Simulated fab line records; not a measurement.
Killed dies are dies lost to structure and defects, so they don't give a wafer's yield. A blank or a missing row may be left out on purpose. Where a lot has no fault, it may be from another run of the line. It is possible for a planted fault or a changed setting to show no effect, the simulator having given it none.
fab line records -- flow n5Finfet
record lots=8, wafers=22, lastDay=17
route steps=1938 shown BEOL_M0_SAQP@694 BEOL_M0_CUTY@705 BEOL_M4@1111
lots untouched by any fault: they come from a run of this same line in which no faults occurred
startH: hours from the record's opening day to when the first of the lot's shown wafers began -- waitH: hours since the lot's step before -- " the same as in the row above -- L1.1+2: several wafers, shown together as one row -- - no value present, or no start provided -- * or withheld: withheld -- < > ~ a bound
route shown NAME@n: NAME is a module with steps in the file, n the number in the route of the first one -- usual: mean/standard deviation of fault-free wafers -- same: alike in all rows -- chamber/n: place in a boat -- sites: readings site by site -- _std_site: standard deviation of those values -- _edge_site: inner sites' mean taken away from outer sites' mean -- radiusMm: for every site, how far away it sits from the centre of the wafer -- mask NAME#n: copy n -- behind: the tool/chamber that last shaped the wafer -- hold: cause of the lot's hold/its duration in hours/its outcome -- device: transistor that didn't switch, given as n, p or np -- end of line: at the end of the route, the tests of the same wafers -- a step given without rows: its recipe and nothing more -- killed: not the wafer's yield, but the dies lost to structure and defects at the first sort -- map: a wafer's dies, marking killed ones x, the rest . and places with no die _
set.NAME: the setting as run; set.NAME@STEP: as run at that earlier step -- model.NAME: the simulator's own value behind a step, which no gauge read
route steps across a sampled set of lots; one table per step, one row per wafer
services: from which hour (startH, from the record's first day; less than 0 if before it) a tool's chamber was out of use, for how many hours, and why
## steps
# step N5_BEOL_M0_SAQP_ETCH_73
# recipe chemistry=CF4, target=SiARC, targetDepthA=195, maskMaterial=CAR-EUV, timeS=32.5, ionEnergyEv=80, pressureMtorr=40, sourceW=545, biasW=36, Ar_flow_sccm=100, cf4FlowSccm=100, ends=cleared
# usual drypumpMotorCurrentA=5.7/0.42, etchRfOnTimeS=32.5/0.74, oesProductAu=0.70/0.063, rfVppV=184.5/1.3, showerheadPlenumPTorr=2.17/0.086, throttleValvePct=15.54/0.26
lot.wafer,tool,chamber,startH,waitH,drypumpMotorCurrentA,etchRfOnTimeS,oesProductAu,rfHoursCounterH,rfVppV,showerheadPlenumPTorr,throttleValvePct
L101.1,rieDiel-02,1,126.08,0.0,5.6,32.5,0.78,28,187.3,2.27,15.23
L101.2,rieDiel-02,2,126.08,0.0,6.5,33.2,0.69,62,184.8,2.07,15.80
L101.3,rieDiel-02,0,126.08,0.0,5.1,31.8,0.66,140,185.0,2.25,15.82
L102.2,rieDiel-02,1,127.71,0.0,5.6,32.5,0.79,29,186.3,2.27,15.22
L102.3,rieDiel-02,0,127.71,0.0,5.1,31.3,0.66,140,185.4,2.25,15.85
L102.6,rieDiel-02,0,127.71,0.0,5.1,31.5,0.66,-,187.4,2.25,15.83
L109.1,rieDiel-04,3,175.53,0.0,6.0,31.6,0.79,22,184.8,2.18,15.58
L109.5,rieDiel-04,1,175.53,0.0,5.5,33.8,0.59,-,184.4,2.13,15.76
L109.6,rieDiel-04,0,175.53,0.0,5.6,33.3,0.78,-,183.2,2.09,15.21
L115.3,rieDiel-04,0,210.93,0.0,5.6,33.0,0.77,20,184.2,2.09,15.21
L115.4,rieDiel-04,1,210.93,0.0,5.5,32.9,0.59,219,184.5,2.13,15.78
L115.6,rieDiel-04,1,210.93,0.0,5.5,33.0,0.60,-,184.4,2.13,15.78
L116.1,rieDiel-06,3,216.66,0.0,5.6,33.4,0.63,173,185.2,2.20,15.52
L116.3,rieDiel-06,2,216.66,0.0,6.0,33.2,0.70,91,184.9,2.25,15.41
L116.5,rieDiel-06,3,216.66,0.0,5.6,33.5,0.63,-,186.4,2.20,15.51
L118.3,rieDiel-02,2,225.32,0.0,6.5,33.5,0.66,95,184.2,2.06,15.87
L118.4,rieDiel-02,0,225.32,0.0,5.1,32.1,0.64,170,186.4,2.24,15.90
L119.1,rieDiel-04,3,233.82,0.0,6.0,31.5,0.76,40,185.3,2.18,15.63
L119.5,rieDiel-04,3,233.82,0.0,6.0,31.5,0.76,-,184.5,2.18,15.61
L119.6,rieDiel-04,0,233.82,0.0,5.7,32.8,0.76,-,182.3,2.09,15.22
L121.1,rieDiel-04,0,241.95,0.0,5.7,32.5,0.76,30,181.3,2.08,15.25
L121.5,rieDiel-04,2,241.95,0.0,5.4,31.7,0.69,-,181.5,2.06,15.70
# step N5_BEOL_M0_SAQP_CUT_ETCH_46
# recipe chemistry=N2/H2, target=SOC, targetDepthA=1350, overetchA=270, tempC=40, timeS=202.5, ionEnergyEv=200, maskMaterial=SiARC, pressureMtorr=30, sourceW=840, biasW=150, n2FlowSccm=200, h2FlowSccm=200
# usual drypumpMotorCurrentA=5.8/0.41, h2FlowSccm=200.0/0.6, rfVppV=524.9/2.8, showerheadPlenumPTorr=2.57/0.1, throttleValvePct=17.74/0.28
# same timeS=202.5
lot.wafer,tool,chamber,startH,waitH,drypumpMotorCurrentA,h2FlowSccm,rfHoursCounterH,rfVppV,showerheadPlenumPTorr,throttleValvePct
L101.1,rieDiel-02,1,126.11,0.0,5.6,199.1,28,529.0,2.72,17.67
L101.2,rieDiel-02,2,126.11,0.0,6.5,199.1,62,522.2,2.48,18.11
L101.3,rieDiel-02,0,126.11,0.0,5.1,199.5,140,527.4,2.66,17.96
L102.2,rieDiel-02,1,127.75,0.0,5.6,200.0,29,528.7,2.72,17.65
L102.3,rieDiel-02,0,127.75,0.0,5.1,200.4,140,527.1,2.66,17.97
L102.6,rieDiel-02,0,127.75,0.0,5.1,200.1,-,527.5,2.66,17.96
L109.1,rieDiel-04,3,175.57,0.0,6.0,199.3,22,523.9,2.58,17.77
L109.5,rieDiel-04,1,175.57,0.0,5.5,199.7,-,523.1,2.50,17.76
L109.6,rieDiel-04,0,175.57,0.0,5.7,200.1,-,522.2,2.49,17.44
L115.3,rieDiel-04,0,210.96,0.0,5.7,199.8,21,523.5,2.49,17.47
L115.4,rieDiel-04,1,210.96,0.0,5.6,199.8,219,523.7,2.49,17.81
L115.6,rieDiel-04,1,210.96,0.0,5.6,199.4,-,524.6,2.49,17.81
L116.1,rieDiel-06,3,216.69,0.0,5.7,200.3,173,525.0,2.64,17.74
L116.3,rieDiel-06,2,216.69,0.0,6.0,199.0,91,528.9,2.66,17.48
L116.5,rieDiel-06,3,216.69,0.0,5.6,200.0,-,525.7,2.64,17.74
L118.3,rieDiel-02,2,225.35,0.0,6.5,199.3,95,521.6,2.46,18.18
L118.4,rieDiel-02,0,225.35,0.0,5.1,199.9,170,525.5,2.65,18.01
L119.1,rieDiel-04,3,233.85,0.0,6.0,200.1,40,525.8,2.57,17.81
L119.5,rieDiel-04,3,233.85,0.0,6.0,199.9,-,524.4,2.57,17.82
L119.6,rieDiel-04,0,233.85,0.0,5.6,199.4,-,522.5,2.49,17.46
L121.1,rieDiel-04,0,241.98,0.0,5.7,200.2,30,521.8,2.49,17.47
L121.5,rieDiel-04,2,241.98,0.0,5.4,200.9,-,522.0,2.44,17.95
# step N5_BEOL_M0_CUTY_EXPOSE_54
# recipe maskId=M0_ABLK, na=1.35, sourceShape=conventional, sigmaOuter=0.8, polarization=unpolarized, doseMj=36
# usual exposureDoseMJCm2=35.97/0.036, reticleTempC=23.01/0.1
# same na=1.35
lot.wafer,tool,chamber,startH,waitH,mask,exposureDoseMJCm2,reticleTempC
L101.1,arfiScanner-03,0,127.24,-,M0_ABLK#0,35.99,22.98
L101.2,arfiScanner-03,0,127.24,-,M0_ABLK#0,35.98,23.03
L101.3,arfiScanner-03,0,127.24,-,M0_ABLK#0,35.97,22.94
L102.2,arfiScanner-03,0,128.84,-,M0_ABLK#0,36.00,23.06
L102.3,arfiScanner-03,0,128.84,-,M0_ABLK#0,35.91,22.92
L102.6,arfiScanner-03,0,128.84,-,M0_ABLK#0,35.99,22.96
L109.1,arfiScanner-03,0,176.53,-,M0_ABLK#0,35.95,22.98
L109.5,arfiScanner-03,0,176.53,-,M0_ABLK#0,35.93,23.01
L109.6,arfiScanner-03,0,176.53,-,M0_ABLK#0,35.92,22.97
L115.3,arfiScanner-03,0,212.17,-,M0_ABLK#0,33.90,23.18
L115.4,arfiScanner-03,0,212.17,-,M0_ABLK#0,33.92,23.23
L115.6,arfiScanner-03,0,212.17,-,M0_ABLK#0,33.89,22.99
L116.1,arfiScanner-03,0,217.66,-,M0_ABLK#0,34.24,23.02
L116.3,arfiScanner-03,0,217.66,-,M0_ABLK#0,34.29,22.99
L116.5,arfiScanner-03,0,217.66,-,M0_ABLK#0,34.31,22.99
L118.3,arfiScanner-01,0,226.74,-,M0_ABLK#0,36.02,23.08
L118.4,arfiScanner-01,0,226.74,-,M0_ABLK#0,35.98,23.09
L119.1,arfiScanner-02,0,234.95,-,M0_ABLK#0,35.99,22.99
L119.5,arfiScanner-02,0,234.95,-,M0_ABLK#0,35.95,23.02
L119.6,arfiScanner-02,0,234.95,-,M0_ABLK#0,35.95,23.00
L121.1,arfiScanner-02,0,243.18,-,M0_ABLK#0,35.93,23.00
L121.5,arfiScanner-02,0,243.18,-,M0_ABLK#0,35.97,23.01
# step N5_BEOL_M0_CUTY_CD_MEAS_57
# recipe targetCdNm=200, landingEnergyEv=500, detector=seInlens, polarity=line
# usual cdNm=199.9/0.84
# same landingEnergyEv=500
lot.wafer,tool,chamber,startH,waitH,cdNm
L101.1,cdSem-03,0,127.36,-,199.3
L101.2,cdSem-03,0,127.36,-,200.4
L101.3,cdSem-03,0,127.36,-,200.8
L102.2,cdSem-03,0,128.96,-,200.2
L102.3,cdSem-03,0,128.96,-,199.4
L102.6,cdSem-03,0,128.96,-,199.8
L109.1,cdSem-02,0,176.66,-,199.9
L109.5,cdSem-02,0,176.66,-,200.0
L109.6,cdSem-02,0,176.66,-,200.9
L115.3,cdSem-02,0,212.28,-,203.2
L115.4,cdSem-02,0,212.28,-,202.1
L115.6,cdSem-02,0,212.28,-,202.9
L116.1,cdSem-03,0,217.79,-,202.6
L116.3,cdSem-03,0,217.79,-,201.5
L116.5,cdSem-03,0,217.79,-,202.4
L118.3,cdSem-01,0,226.85,-,201.3
L118.4,cdSem-01,0,226.85,-,199.8
L119.1,cdSem-03,0,235.07,-,199.6
L119.5,cdSem-03,0,235.07,-,199.8
L119.6,cdSem-03,0,235.07,-,199.3
L121.1,cdSem-02,0,243.31,-,200.5
L121.5,cdSem-02,0,243.31,-,201.5
# step N5_BEOL_M0_CUTY_DESCUM_61
# recipe chemistry=O2, timeS=7.9, sourcePowerW=50, biasPowerW=20, pressureMtorr=20, rfFrequencyHz=2.712e+07, tempC=40, resist=CAR-ArF-block, o2FlowSccm=225
# usual drypumpMotorCurrentA=5.6/0.39, oesProductAu=0.79/0.087, rfVppV=243.2/1.4, showerheadPlenumPTorr=2.09/0.061, throttleValvePct=20.41/0.25
# same timeS=7.9
lot.wafer,tool,chamber,startH,waitH,drypumpMotorCurrentA,oesProductAu,rfHoursCounterH,rfVppV,showerheadPlenumPTorr,throttleValvePct
L101.1,rieDiel-05,1,127.47,0.1,5.5,0.75,178,243.1,2.06,20.68
L101.2,rieDiel-05,3,127.47,0.1,5.6,0.73,172,242.3,2.08,20.46
L101.3,rieDiel-05,2,127.47,0.1,6.1,0.71,205,246.5,2.14,20.41
L102.2,rieDiel-01,2,129.33,0.3,5.8,0.71,207,241.6,2.06,20.77
L102.3,rieDiel-01,0,129.33,0.3,5.1,0.85,51,243.7,2.06,20.19
L102.6,rieDiel-01,2,129.33,0.3,5.8,0.71,-,242.9,2.06,20.77
L109.1,rieDiel-03,0,177.06,0.3,5.5,0.68,245,241.1,1.98,20.36
L109.5,rieDiel-03,0,177.06,0.3,5.5,0.68,-,240.3,1.98,20.36
L109.6,rieDiel-03,3,177.06,0.3,5.6,0.82,-,246.4,2.19,20.38
L115.3,rieDiel-05,3,212.37,0.0,5.6,0.71,203,242.6,2.07,20.51
L115.4,rieDiel-05,1,212.37,0.0,5.5,0.73,209,243.7,2.05,20.71
L115.6,rieDiel-05,3,212.37,0.0,5.6,0.71,-,243.3,2.07,20.51
L116.1,rieDiel-05,3,218.12,0.3,5.6,0.71,205,242.2,2.07,20.54
L116.3,rieDiel-05,1,218.12,0.3,5.5,0.73,210,243.6,2.05,20.73
L116.5,rieDiel-05,0,218.12,0.3,5.6,0.81,-,244.9,2.21,20.14
L118.3,rieDiel-05,3,226.94,0.0,5.6,0.71,209,242.4,2.07,20.55
L118.4,rieDiel-05,1,226.94,0.0,5.5,0.72,213,243.3,2.05,20.73
L119.1,rieDiel-05,0,235.19,0.1,5.5,0.79,85,246.2,2.21,20.13
L119.5,rieDiel-05,2,235.19,0.1,6.2,0.68,-,245.4,2.13,20.47
L119.6,rieDiel-05,1,235.19,0.1,5.5,0.72,-,243.5,2.05,20.73
L121.1,rieDiel-05,0,243.40,0.0,5.5,0.78,88,245.3,2.21,20.15
L121.5,rieDiel-05,1,243.40,0.0,5.5,0.72,-,242.1,2.05,20.73
# step N5_BEOL_M4_RC_MEAS_101
# usual DIBL_N=37.1/1.9, DIBL_P=37.2/2.3, IOFF_N=0.18/0.04, IOFF_P=0.23/0.044, ION_N=682/11, ION_P=468/8.6, SS_N=71.9/0.68, SS_P=73.5/0.74, VT_N=248/3.4, VT_P=-248/3.4
lot.wafer,tool,chamber,startH,waitH,DIBL_N[mV/V],DIBL_P[mV/V],IOFF_N[nA/um],IOFF_P[nA/um],ION_N[uA/um],ION_P[uA/um],SS_N[mV/dec],SS_P[mV/dec],VT_N[mV],VT_P[mV]
L102.2,prober-02,0,187.97,0.2,38.1,37.6,0.21,0.31,687,479,72.3,74.1,246,-240
L102.3,prober-02,0,187.97,0.2,35.6,34.7,0.15,0.24,673,473,71.4,73.8,248,-245
L102.6,prober-02,0,187.97,0.2,35.8,34.2,0.16,0.24,680,473,70.9,73.1,247,-246
L101.1,prober-02,0,191.06,0.2,33.6,34.6,0.13,0.19,662,461,71.1,73.4,254,-249
L101.2,prober-02,0,191.06,0.2,35.1,36.4,0.16,0.22,683,468,71.5,74.3,251,-245
L101.3,prober-02,0,191.06,0.2,34.7,36.5,0.15,0.22,676,475,71.6,73.2,252,-249
L109.1,prober-01,0,226.21,0.0,36.6,38.5,0.17,0.20,685,461,71.6,74.0,249,-254
L109.5,prober-01,0,226.21,0.0,34.3,37.1,0.14,0.18,676,461,70.7,73.0,254,-251
L109.6,prober-01,0,226.21,0.0,34.6,35.9,0.14,0.17,675,456,71.0,72.0,251,-255
L115.3,prober-01,0,261.19,0.3,40.2,42.0,0.26,0.30,697,471,73.5,74.6,244,-245
L115.4,prober-01,0,261.19,0.3,37.6,39.5,0.20,0.26,687,465,72.0,74.1,246,-248
L115.6,prober-01,0,261.19,0.3,39.0,39.6,0.22,0.25,681,455,72.6,74.0,246,-247
L116.1,prober-02,0,265.64,0.0,38.1,37.8,0.16,0.21,685,469,71.9,73.6,250,-252
L116.3,prober-02,0,265.64,0.0,37.3,37.4,0.18,0.22,687,471,72.5,73.9,247,-251
L116.5,prober-02,0,265.64,0.0,37.4,37.3,0.16,0.21,676,470,72.7,72.8,251,-251
L118.3,prober-01,0,276.53,0.3,36.9,35.7,0.17,0.18,666,444,73.2,73.4,250,-256
L118.4,prober-01,0,276.53,0.3,37.8,35.7,0.19,0.19,670,452,73.0,73.2,251,-253
L119.1,prober-01,0,292.97,0.0,37.6,40.2,0.21,0.29,688,473,72.1,74.6,246,-246
L119.5,prober-01,0,292.97,0.0,37.4,39.5,0.19,0.26,681,464,71.8,74.0,247,-246
L119.6,prober-01,0,292.97,0.0,41.7,43.6,0.32,0.37,699,477,73.5,75.8,240,-244
L121.1,prober-01,0,294.81,0.0,36.3,37.3,0.19,0.26,689,471,72.2,73.4,246,-245
L121.5,prober-01,0,294.81,0.0,32.8,33.6,0.13,0.20,652,457,71.2,71.7,253,-250
## services
tool,chamber,startH,hours,kind
arfiScanner-01,-,103.44,0.8,pm
rieDiel-05,0,122.16,10.0,repair
arfiScanner-01,-,123.49,1.0,pm
rieDiel-03,-,128.90,15.6,pm
rieDiel-02,3,139.39,2.0,repair
rieDiel-04,3,146.43,9.5,repair
arfiScanner-03,-,146.43,0.5,repair
arfiScanner-01,-,148.69,3.9,pm
arfiScanner-02,-,153.46,1.0,pm
arfiScanner-01,-,154.82,1.1,repair
arfiScanner-03,-,161.23,1.3,pm
arfiScanner-03,-,168.26,1.0,pm
rieDiel-03,0,168.28,7.7,repair
rieDiel-01,-,178.16,0.7,repair
rieDiel-06,1,181.26,7.0,repair
arfiScanner-03,-,186.39,1.0,pm
rieDiel-06,2,187.71,4.6,repair
rieDiel-05,1,213.01,3.8,repair
arfiScanner-02,-,215.68,1.3,pm
arfiScanner-03,-,218.85,0.8,pm
arfiScanner-03,-,230.12,0.8,pm
arfiScanner-03,-,237.55,3.1,pm
rieDiel-02,3,240.22,32.8,repair
rieDiel-05,2,241.53,4.6,repair
## key
firstSign step=N5_BEOL_M0_CUTY_EXPOSE_54, reading=exposureDoseMJCm2, direction=down, sigmas=52, usual=35.97, struck=34.09
effect step=N5_BEOL_M0_CUTY_CD_MEAS_57, reading=cdNm, direction=up, sigmas=3, usual=199.9, struck=202.4, through=controlLoop
metAt N5_BEOL_M0_CUTY_EXPOSE_54
struckLots L115,L116
loopTrim step=N5_BEOL_M0_CUTY_EXPOSE_54, setting=dose, lots=L116
notActingAt N5_BEOL_M0_SAQP_ETCH_73,N5_BEOL_M0_SAQP_CUT_ETCH_46,N5_BEOL_M0_CUTY_DESCUM_61
onsetBetween 176.53 212.17
fault kind=processParameterDrift, tool=arfiScanner-03, chamber=-, onsetH=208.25, steps=N5_BEOL_M0_CUTY_EXPOSE_54, channel=doseMj, offset=-2.0733, shape=step, actsIn=theseRecipesOnly, stated=36
# loopTrim: a control loop set the setting to another value than it would have without faults
